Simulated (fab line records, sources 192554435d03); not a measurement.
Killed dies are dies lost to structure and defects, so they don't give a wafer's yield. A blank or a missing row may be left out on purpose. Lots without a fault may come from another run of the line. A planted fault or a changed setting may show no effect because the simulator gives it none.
fab line records | flow n5_finfet
record lots=6 wafers=18 last_day=18
route steps=1938 shown BEOL_M4@1055
lots that met no fault: from a run of the same line without faults
start_h: hours from the record's first day to the start of the lot's first wafer shown | wait_h: hours since the lot's step before | " the same as in the row above | L1.1+2: a row that stands for several wafers | - no value, or no start given | * or withheld: withheld | < > ~ a bound
route shown NAME@n: a module of which the file shows steps, and the number in the route of the first | usual: mean/standard deviation of fault-free wafers | same: alike in all rows | chamber/n: place in a boat | sites: the reading at each site | _std_site: their standard deviation | _edge_site: outer sites' mean less inner sites' | radius_mm: how far each site lies from the wafer's centre | mask NAME#n: copy n | behind: the tool/chamber that last shaped the wafer | hold: why the lot was held/for how many hours/how that ended | device: the transistor (n, p or np) that didn't switch | end of line: the same wafers' tests at the end of the route | a step without rows: its recipe alone | killed: dies lost to structure and defects at the first sort, not the wafer's yield | map: a wafer's dies, x killed, . not, _ none there
set.NAME: the setting as run; set.NAME@STEP: as run at that earlier step | model.NAME: the simulator's own value behind a step, which no gauge read
lots at some steps of the route; a table a step, a row a wafer
services: from which hour (start_h, from the record's first day; less than 0 if before it) a tool's chamber was out of use, for how many hours, and why
## steps
# step N5_BEOL_M4_DEVELOP_27
# recipe develop_time_s=30 developer=TMAH resist=CAR-EUV rinse_liquid=surfactant_rinse dry=air_spin dev_temp_c=23
# step N5_BEOL_M4_CD_MEAS_28
# recipe target_cd_nm=26.2 landing_energy_ev=500 detector=se_inlens target_cd_y_nm=24.1 polarity=opening
# usual cd_nm=26.16/0.23
# columns lot.wafer tool chamber start_h wait_h cd_nm
L456.2 cd_sem-01 0 188.09 - 26.19
L456.3 " 0 " " 26.22
L456.6 " 0 " " 25.94
L463.1 cd_sem-02 0 232.82 - 26.55
L463.2 " 0 " " 26.20
L463.4 " 0 " " 26.28
L466.1 cd_sem-03 0 245.08 - 25.90
L466.5 " 0 " " 26.04
L466.6 " 0 " " 25.87
L467.2 cd_sem-02 0 252.13 - 25.76
L467.5 " 0 " " 26.33
L467.6 " 0 " " 26.34
L474.1 cd_sem-02 0 293.79 - 26.28
L474.4 " 0 " " 26.60
L474.6 " 0 " " 26.07
L473.1 cd_sem-02 0 298.01 - 26.14
L473.2 " 0 " " 25.84
L473.6 " 0 " " 25.92
# step N5_BEOL_M4_OVL_MEAS_29
# recipe points_per_wafer=522
# usual V3_OVL=0.5/0.66
# columns lot.wafer tool chamber start_h wait_h V3_OVL[nm]
L456.2 overlay-02 0 188.13 0.0 1.3
L456.3 " 0 " " 0.6
L456.6 " 0 " " 1.3
L463.1 overlay-02 0 232.85 0.0 0.2
L463.2 " 0 " " 1.2
L463.4 " 0 " " 1.8
L466.1 overlay-02 0 245.11 0.0 -1.2
L466.5 " 0 " " 0.5
L466.6 " 0 " " -0.2
L467.2 overlay-01 0 252.16 0.0 0.3
L467.5 " 0 " " 0.1
L467.6 " 0 " " 0.1
L474.1 overlay-02 0 293.82 0.0 -1.1
L474.4 " 0 " " -0.9
L474.6 " 0 " " -1.0
L473.1 overlay-02 0 298.05 0.0 1.6
L473.2 " 0 " " 0.2
L473.6 " 0 " " 0.3
# step N5_BEOL_M4_INSPECT_30
# recipe mode=adi inspect_instrument=brightfield
# usual raw_defect_count=411/110
# columns lot.wafer tool chamber start_h wait_h raw_defect_count
L456.2 defect_inspect-02 - 188.18 0.0 285
L456.3 " - " " 329
L456.6 " - " " 379
L463.1 defect_inspect-01 - 232.90 0.1 409
L463.2 " - " " 262
L463.4 " - " " 357
L466.1 defect_inspect-01 - 245.17 0.1 254
L466.5 " - " " 360
L466.6 " - " " 300
L467.2 defect_inspect-01 - 252.22 0.1 412
L467.5 " - " " 503
L467.6 " - " " 402
L474.1 defect_inspect-02 - 293.88 0.1 474
L474.4 " - " " 379
L474.6 " - " " 458
L473.1 defect_inspect-01 - 298.10 0.1 381
L473.2 " - " " 267
L473.6 " - " " 309
# step N5_BEOL_M4_DESCUM_33
# recipe chemistry=O2 time_s=7 source_power_w=50 bias_power_w=20 pressure_mtorr=20 rf_frequency_hz=2.712e+07 temp_c=40 resist=CAR-EUV o2_flow_sccm=225
# step N5_BEOL_M4_ETCH_77
# recipe chemistry=N2/H2 target=underlayer target_depth_a=65 mask_material=CAR-EUV time_s=5.2 ion_energy_ev=200 pressure_mtorr=30 source_w=840 bias_w=150 n2_flow_sccm=200 h2_flow_sccm=200 ends=cleared
# usual drypump_motor_current_A=5.7/0.44 etch_rf_on_time_s=5.25/0.1 n2_flow_sccm=200.0/0.56 oes_product_au=0.66/0.077 rf_fwd_power_W=819.8/2.6 rf_vpp_V=525.6/2 showerhead_plenum_p_Torr=2.61/0.054 throttle_valve_pct=17.84/0.2
# columns lot.wafer tool chamber start_h wait_h drypump_motor_current_A etch_rf_on_time_s n2_flow_sccm oes_product_au rf_fwd_power_W rf_hours_counter_h rf_vpp_V showerhead_plenum_p_Torr throttle_valve_pct
L456.2 rie_diel-03 2 188.30 0.0 5.3 5.18 199.9 0.58 821.5 228 525.3 2.63 17.84
L456.3 " 0 " " 5.9 5.34 200.1 0.74 820.2 34 528.3 2.70 17.66
L456.6 " 3 " " 5.3 5.40 199.2 0.59 819.4 - 528.3 2.64 18.00
L463.1 rie_diel-03 2 232.97 0.0 5.3 5.18 200.4 0.58 820.0 242 523.2 2.63 17.88
L463.2 " 3 " " 5.2 5.50 200.2 0.57 817.8 216 528.1 2.63 18.00
L463.4 " 1 " " 5.3 5.31 200.0 0.71 815.5 57 525.2 2.57 17.73
L466.1 rie_diel-03 1 245.24 0.0 5.3 5.32 200.1 0.70 819.0 61 524.8 2.57 17.71
L466.5 " 2 " " 5.3 5.09 199.3 0.58 819.9 - 525.6 2.63 17.87
L466.6 " 1 " " 5.3 5.29 200.0 0.71 816.9 - 526.2 2.57 17.70
L467.2 rie_diel-05 2 252.47 0.0 5.9 5.22 200.2 0.78 819.6 15 522.8 2.60 17.74
L467.5 " 3 " " 5.7 5.13 200.9 0.81 815.3 - 519.8 2.51 18.01
L467.6 " 0 " " 6.4 5.32 200.3 0.60 820.3 - 526.8 2.61 17.73
L474.1 rie_diel-05 3 293.98 0.0 5.7 5.15 199.5 0.77 821.4 24 521.5 2.50 18.04
L474.4 " 2 " " 5.9 5.17 200.6 0.75 822.1 - 522.5 2.60 17.78
L474.6 " 3 " " 5.7 5.14 200.5 0.77 823.0 - 521.2 2.50 18.03
L473.1 rie_diel-05 0 298.17 0.0 6.5 5.21 199.7 0.58 817.8 246 524.3 2.60 17.74
L473.2 " 1 " " 5.1 5.05 200.1 0.63 822.4 181 524.8 2.51 17.60
L473.6 " 3 " " 5.7 5.09 200.6 0.77 817.1 - 523.2 2.50 18.02
# step N5_BEOL_M4_ETCH_69
# recipe chemistry=CF4 target=SiARC target_depth_a=156 mask_material=CAR-EUV time_s=26 ion_energy_ev=80 pressure_mtorr=40 source_w=545 bias_w=36 Ar_flow_sccm=100 cf4_flow_sccm=100 ends=cleared
# usual cf4_flow_sccm=100.0/0.32 drypump_motor_current_A=5.7/0.43 etch_rf_on_time_s=26.3/0.53 oes_product_au=0.66/0.079 rf_fwd_power_W=532.1/2 rf_vpp_V=184.7/0.97 showerhead_plenum_p_Torr=2.19/0.042 throttle_valve_pct=15.56/0.16
# columns lot.wafer tool chamber start_h wait_h cf4_flow_sccm drypump_motor_current_A etch_rf_on_time_s oes_product_au rf_fwd_power_W rf_hours_counter_h rf_vpp_V showerhead_plenum_p_Torr throttle_valve_pct
L456.2 rie_diel-03 2 188.32 0.0 100.1 5.3 26.0 0.59 529.5 228 184.6 2.20 15.52
L456.3 " 0 " " 100.3 5.8 26.8 0.74 531.2 34 187.0 2.27 15.46
L456.6 " 3 " " 100.1 5.2 27.0 0.59 533.8 - 186.8 2.20 15.60
L463.1 rie_diel-03 2 232.99 0.0 100.8 5.3 25.7 0.58 529.6 242 183.6 2.20 15.55
L463.2 " 3 " " 99.6 5.2 27.0 0.58 532.3 216 185.0 2.19 15.62
L463.4 " 1 " " 100.6 5.3 26.6 0.71 529.6 57 186.3 2.18 15.59
L466.1 rie_diel-03 1 245.25 0.0 100.2 5.3 26.5 0.71 527.6 61 184.7 2.18 15.58
L466.5 " 2 " " 99.6 5.3 25.8 0.58 532.7 - 184.6 2.20 15.54
L466.6 " 1 " " 100.0 5.3 26.2 0.71 532.2 - 183.2 2.18 15.59
L467.2 rie_diel-05 2 252.49 0.0 100.4 5.9 25.4 0.80 533.4 15 183.7 2.19 15.47
L467.5 " 3 " " 100.2 5.7 25.4 0.83 532.7 - 184.8 2.10 15.48
L467.6 " 0 " " 99.7 6.5 26.2 0.59 532.4 - 186.7 2.19 15.46
L474.1 rie_diel-05 3 293.99 0.0 100.3 5.7 26.0 0.77 530.4 24 185.1 2.10 15.53
L474.4 " 2 " " 99.7 6.0 26.0 0.76 529.2 - 184.7 2.18 15.49
L474.6 " 3 " " 100.4 5.7 25.8 0.77 532.8 - 183.5 2.10 15.55
L473.1 rie_diel-05 0 298.19 0.0 99.8 6.4 26.5 0.59 531.3 246 186.2 2.19 15.50
L473.2 " 1 " " 99.9 5.1 25.4 0.63 529.0 181 183.8 2.12 15.33
L473.6 " 3 " " 99.7 5.7 25.6 0.77 529.1 - 183.9 2.10 15.52
# step N5_BEOL_M4_ALD_98
# recipe material=SiO2 target_thk_a=25 temp_c=100 ald_precursor_family=BDEAS ald_co_reactant=O2-plasma pulse_time_s=1 co_reactant_pulse_time_s=1 purge_time_s=2 co_reactant_purge_time_s=2 ald_cycles=17 pressure_torr=2
# usual chamber_pressure_Torr=2.000/0.0047 heater_power_w=75/7.3 precursor_pulse_height_rel=1.002/0.017
# same co_reactant_pulse_time_s=1 purge_time_s=2
# columns lot.wafer tool chamber start_h wait_h chamber_pressure_Torr heater_power_w precursor_pulse_height_rel
L456.2 ald_sin-02 2 188.57 0.2 1.993 79 0.972
L456.3 " 1 " " 1.994 68 0.990
L456.6 " 2 " " 1.999 79 0.995
L463.1 ald_sin-04 3 233.60 0.6 2.003 80 1.013
L463.2 " 2 " " 1.989 82 0.996
L463.4 " 0 " " 1.995 60 0.983
L466.1 ald_sin-02 1 245.34 0.1 2.001 67 1.020
L466.5 " 3 " " 1.996 73 0.986
L466.6 " 0 " " 2.003 84 0.994
L467.2 ald_sin-01 2 252.93 0.4 2.006 75 0.983
L467.5 " 0 " " 1.998 84 1.004
L467.6 " 1 " " 2.004 71 0.992
L474.1 ald_sin-04 2 294.49 0.5 2.000 81 0.974
L474.4 " 3 " " 2.003 77 1.032
L474.6 " 0 " " 2.004 62 0.984
L473.1 ald_sin-02 3 298.57 0.4 2.002 76 1.033
L473.2 " 2 " " 2.006 76 1.014
L473.6 " 0 " " 1.996 85 0.970
# step N5_BEOL_M4_ETCHBACK_99
# recipe chemistry=CHF3 target=SiO2 target_depth_a=50 time_s=10.4 source_w=215 bias_w=47 Ar_flow_sccm=200 CHF3_flow_sccm=12 ion_energy_ev=100 pressure_mtorr=30
# usual drypump_motor_current_A=5.8/0.47 oes_product_au=0.78/0.092 rf_vpp_V=241/3.3 showerhead_plenum_p_Torr=2.20/0.044 throttle_valve_pct=17.02/0.17
# columns lot.wafer tool chamber start_h wait_h drypump_motor_current_A oes_product_au rf_hours_counter_h rf_vpp_V showerhead_plenum_p_Torr throttle_valve_pct
L456.2 rie_diel-03 0 188.96 0.3 5.8 0.88 34 248 2.29 16.96
L456.3 " 1 " " 5.4 0.86 42 241 2.20 17.08
L456.6 " 1 " " 5.4 0.85 - 240 2.20 17.07
L463.1 rie_diel-05 0 233.74 0.1 6.5 0.70 221 240 2.22 16.94
L463.2 " 2 " " 5.9 0.94 7 242 2.19 16.86
L463.4 " 1 " " 5.1 0.74 - 233 2.12 16.64
L466.1 rie_diel-05 0 245.50 0.1 6.4 0.70 225 240 2.22 16.94
L466.5 " 3 " " 5.7 0.98 - 245 2.12 17.06
L466.6 " 2 " " 5.9 0.92 - 240 2.19 16.86
L467.2 rie_diel-05 2 253.05 0.1 5.9 0.91 15 241 2.19 16.88
L467.5 " 0 " " 6.4 0.70 - 241 2.22 16.93
L467.6 " 1 " " 5.1 0.74 - 233 2.12 16.65
L474.1 rie_diel-01 0 295.24 0.7 6.4 0.70 232 241 2.23 17.14
L474.4 " 2 " " 5.2 0.86 - 240 2.19 17.19
L474.6 " 1 " " 5.7 0.73 - 237 2.23 17.02
L473.1 rie_diel-01 2 317.95 19.3 5.2 0.85 50 240 2.19 17.21
L473.2 " 3 " " 6.3 0.70 237 242 2.21 17.16
L473.6 " 2 " " 5.2 0.85 - 242 2.19 17.20
# step N5_BEOL_M4_ETCH_70
# recipe chemistry=N2/H2 target=SOC target_depth_a=800 overetch_a=240 mask_material=SiARC temp_c=40 time_s=130 ion_energy_ev=200 pressure_mtorr=30 source_w=840 bias_w=150 n2_flow_sccm=200 h2_flow_sccm=200
# usual drypump_motor_current_A=5.8/0.47 n2_flow_sccm=200.0/0.58 oes_product_au=0.57/0.066 rf_fwd_power_W=835.6/2.9 rf_vpp_V=525.5/1.6 showerhead_plenum_p_Torr=2.60/0.052 throttle_valve_pct=17.77/0.18
# columns lot.wafer tool chamber start_h wait_h drypump_motor_current_A n2_flow_sccm oes_product_au rf_fwd_power_W rf_hours_counter_h rf_vpp_V showerhead_plenum_p_Torr throttle_valve_pct
L456.2 rie_diel-03 0 188.99 0.0 5.9 200.4 0.65 839.0 34 527.2 2.70 17.61
L456.3 " 1 " " 5.4 200.0 0.64 840.7 42 524.1 2.58 17.64
L456.6 " 1 " " 5.3 199.8 0.63 838.1 - 525.2 2.58 17.66
L463.1 rie_diel-05 0 233.77 0.0 6.4 199.3 0.52 836.2 221 525.3 2.61 17.67
L463.2 " 2 " " 5.9 199.9 0.69 831.8 7 525.9 2.61 17.70
L463.4 " 1 " " 5.1 200.2 0.55 837.5 - 525.4 2.52 17.50
L466.1 rie_diel-05 0 245.53 0.0 6.5 199.8 0.52 834.5 225 524.7 2.61 17.68
L466.5 " 3 " " 5.7 200.1 0.71 835.4 - 523.5 2.51 17.95
L466.6 " 2 " " 6.0 200.1 0.68 836.8 - 525.9 2.60 17.69
L467.2 rie_diel-05 2 253.09 0.0 5.9 200.1 0.67 833.7 15 525.7 2.60 17.70
L467.5 " 0 " " 6.4 199.2 0.52 841.9 - 525.3 2.61 17.67
L467.6 " 1 " " 5.1 199.7 0.54 837.2 - 523.4 2.52 17.49
L474.1 rie_diel-01 0 295.28 0.0 6.3 199.2 0.51 837.8 232 525.7 2.60 17.76
L474.4 " 2 " " 5.2 199.7 0.64 830.9 - 524.6 2.57 17.81
L474.6 " 1 " " 5.7 200.3 0.54 838.3 - 527.4 2.67 17.94
L473.1 rie_diel-01 2 317.99 0.0 5.2 199.9 0.63 833.1 50 526.4 2.57 17.82
L473.2 " 3 " " 6.3 200.4 0.51 836.1 237 525.0 2.60 17.75
L473.6 " 2 " " 5.2 199.8 0.64 831.2 - 524.7 2.57 17.83
# step N5_BEOL_M4_STRIP_71
# recipe chemistry=N2/H2 temp_c=40 n2_flow_sccm=200 h2_flow_sccm=200 rf_frequency_hz=6e+07
# step N5_BEOL_M4_STRIP_78
# recipe chemistry=N2/H2 temp_c=40 n2_flow_sccm=200 h2_flow_sccm=200 rf_frequency_hz=6e+07
# step N5_BEOL_M4_VIA_ETCH_34
# recipe chemistry=C4F6/O2 target_depth_a=694 mask_material=SOC pressure_mtorr=15 ion_energy_ev=250 taper_deg=4 time_s=65.9 source_w=350 bias_w=170 Ar_flow_sccm=300 C4F6_flow_sccm=10 O2_flow_sccm=10
# usual drypump_motor_current_A=5.8/0.47 oes_product_au=0.78/0.092 rf_fwd_power_W=346.8/1.2 rf_vpp_V=666/8.6 showerhead_plenum_p_Torr=2.91/0.056 throttle_valve_pct=30.71/0.25
# columns lot.wafer tool chamber start_h wait_h drypump_motor_current_A oes_product_au rf_fwd_power_W rf_hours_counter_h rf_vpp_V showerhead_plenum_p_Torr throttle_valve_pct model.etch.depth_nm model.SOC_of_BEOL_M4_COAT_67.thk_nm
L456.2 rie_diel-03 0 189.10 0.0 5.8 0.88 349.0 34 684 3.02 30.70 69.24 51.8
L456.3 " 1 " " 5.3 0.86 348.3 42 665 2.91 30.93 68.62 52
L456.6 " 1 " " 5.3 0.85 349.4 - 662 2.91 30.93 68.53 51.6
L463.1 rie_diel-05 0 233.88 0.0 6.5 0.70 345.2 221 665 2.93 30.59 68.56 51.6
L463.2 " 2 " " 6.0 0.94 346.8 7 667 2.89 30.60 69.66 52
L463.4 " 1 " " 5.1 0.75 346.5 - 646 2.81 30.16 69.22 51.8
L466.1 rie_diel-05 0 245.64 0.0 6.5 0.64 262.0 225 762 2.92 30.57 60.97 52.6
L466.5 " 3 " " 5.7 0.91 261.7 - 775 2.81 31.00 63.32 52.4
L466.6 " 2 " " 5.9 0.86 263.0 - 764 2.89 30.58 62.76 52.4
L467.2 rie_diel-05 2 253.19 0.0 5.9 0.85 263.6 15 762 2.89 30.59 63.13 52.4
L467.5 " 0 " " 6.4 0.65 262.1 - 759 2.92 30.57 61.09 52.4
L467.6 " 1 " " 5.1 0.69 261.6 - 739 2.80 30.14 61.78 52.6
L474.1 rie_diel-01 0 295.39 0.0 6.3 0.70 346.4 232 663 2.93 30.86 69.5 51.8
L474.4 " 2 " " 5.2 0.87 348.9 - 664 2.89 30.96 69.54 51.8
L474.6 " 1 " " 5.7 0.74 348.3 - 662 2.94 30.55 69.38 52
L473.1 rie_diel-01 2 318.09 0.0 5.2 0.85 346.1 50 664 2.89 30.98 68.3 52.2
L473.2 " 3 " " 6.3 0.71 346.5 237 673 2.92 30.62 69.64 52.2
L473.6 " 2 " " 5.2 0.86 347.3 - 663 2.89 30.96 69.1 52.2
# step N5_BEOL_M4_STRIP_83
# recipe chemistry=C4F6/O2 resist=SiARC rf_frequency_hz=6e+07
# step N5_BEOL_M4_RC_MEAS_101
# usual DIBL_N=37.0/1.7 DIBL_P=36.7/2 IOFF_N=0.17/0.035 IOFF_P=0.22/0.035 ION_N=672/12 ION_P=461/7.5 SS_N=71.6/0.67 SS_P=73.4/0.64 VT_N=250/3.5 VT_P=-250/3.5
# columns lot.wafer tool chamber start_h wait_h DIBL_N[mV/V] DIBL_P[mV/V] IOFF_N[nA/um] IOFF_P[nA/um] ION_N[uA/um] ION_P[uA/um] SS_N[mV/dec] SS_P[mV/dec] VT_N[mV] VT_P[mV]
L456.2 prober-02 0 193.20 0.2 38.1 37.3 0.18 0.21 667 448 72.1 73.8 249 -253
L456.3 " 0 " " 41.8 40.9 0.27 0.27 685 456 72.6 75.3 241 -250
L456.6 " 0 " " 37.6 36.0 0.16 0.19 677 455 71.5 72.8 249 -251
L463.1 prober-01 0 239.25 0.0 36.6 35.5 0.14 0.22 666 468 70.9 73.6 252 -247
L463.2 " 0 " " 37.4 36.2 0.15 0.22 674 466 71.3 73.0 253 -249
L463.4 " 0 " " 37.5 36.1 0.15 0.22 670 459 71.0 72.8 251 -250
L466.1 prober-02 0 249.90 0.0 36.6 37.1 0.16 0.24 677 475 71.6 73.8 249 -249
L466.5 " 0 " " 36.8 37.0 0.16 0.22 665 460 71.4 73.8 251 -250
L466.6 " 0 " " 34.7 34.8 0.13 0.20 663 466 71.3 72.8 252 -250
L467.2 prober-02 0 257.23 0.2 37.1 36.5 0.17 0.24 676 465 70.7 73.2 246 -247
L467.5 " 0 " " 38.5 38.9 0.21 0.29 701 484 71.9 73.8 244 -244
L467.6 " 0 " " 37.8 37.8 0.18 0.24 676 464 71.9 73.3 248 -245
L474.1 prober-02 0 299.94 0.0 37.6 36.3 0.16 0.20 678 465 72.5 72.6 248 -252
L474.4 " 0 " " 38.8 36.8 0.18 0.22 685 471 72.0 73.4 249 -248
L474.6 " 0 " " 36.0 34.2 0.14 0.18 677 461 70.9 72.0 251 -251
L473.1 prober-02 0 322.40 0.0 37.6 36.5 0.18 0.24 680 469 72.3 73.6 246 -248
L473.2 " 0 " " 36.5 35.1 0.15 0.22 673 466 72.0 72.8 250 -249
L473.6 " 0 " " 34.7 33.8 0.13 0.19 669 470 70.6 73.1 252 -249
## services
# columns tool chamber start_h hours kind
ald_sin-02 - 174.76 6.0 pm
rie_diel-01 1 182.08 1.6 repair
ald_sin-02 3 194.15 5.0 repair
rie_diel-05 2 202.05 - clean
rie_diel-05 2 202.05 - consumable_replace:focus_ring
rie_diel-05 2 202.05 14.4 scheduled_down
rie_diel-05 2 202.05 14.4 vent_cycle
ald_sin-04 - 211.43 6.0 pm
rie_diel-05 3 216.48 - clean
rie_diel-05 3 216.48 - consumable_replace:focus_ring
rie_diel-05 3 216.48 20.3 scheduled_down
rie_diel-05 3 216.48 20.3 vent_cycle
rie_diel-05 - 228.13 0.4 repair
rie_diel-01 3 235.05 61.9 repair
ald_sin-02 - 241.76 2.7 repair
ald_sin-01 - 268.33 14.0 pm
rie_diel-05 2 271.67 4.7 repair
ald_sin-02 - 272.25 0.3 repair
rie_diel-01 0 275.58 5.2 repair
rie_diel-05 1 291.08 6.5 repair
ald_sin-02 2 292.23 5.0 repair
rie_diel-03 1 302.27 7.5 repair
rie_diel-05 0 309.54 - clean
rie_diel-01 0 317.42 11.6 repair
## key
first_sign step=N5_BEOL_M4_VIA_ETCH_34 reading=rf_fwd_power_W direction=down sigmas=68 usual=* struck=*
effect step=N5_BEOL_M4_VIA_ETCH_34 reading=rf_vpp_V direction=up sigmas=11 usual=666 struck=760
model_effect step=N5_BEOL_M4_VIA_ETCH_34 value=etch.depth_nm without=69.13 struck=62.17
met_at N5_BEOL_M4_VIA_ETCH_34
struck_wafers L466.1,L466.5,L466.6,L467.2,L467.5,L467.6
onset_between 233.88 245.64
fault kind=process_parameter_drift tool=rie_diel-05 chamber=- onset_h=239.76 steps=N5_BEOL_M4_VIA_ETCH_34 channel=source_w offset=-84 shape=step end_h=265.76 acts_in=these_recipes_only stated=350
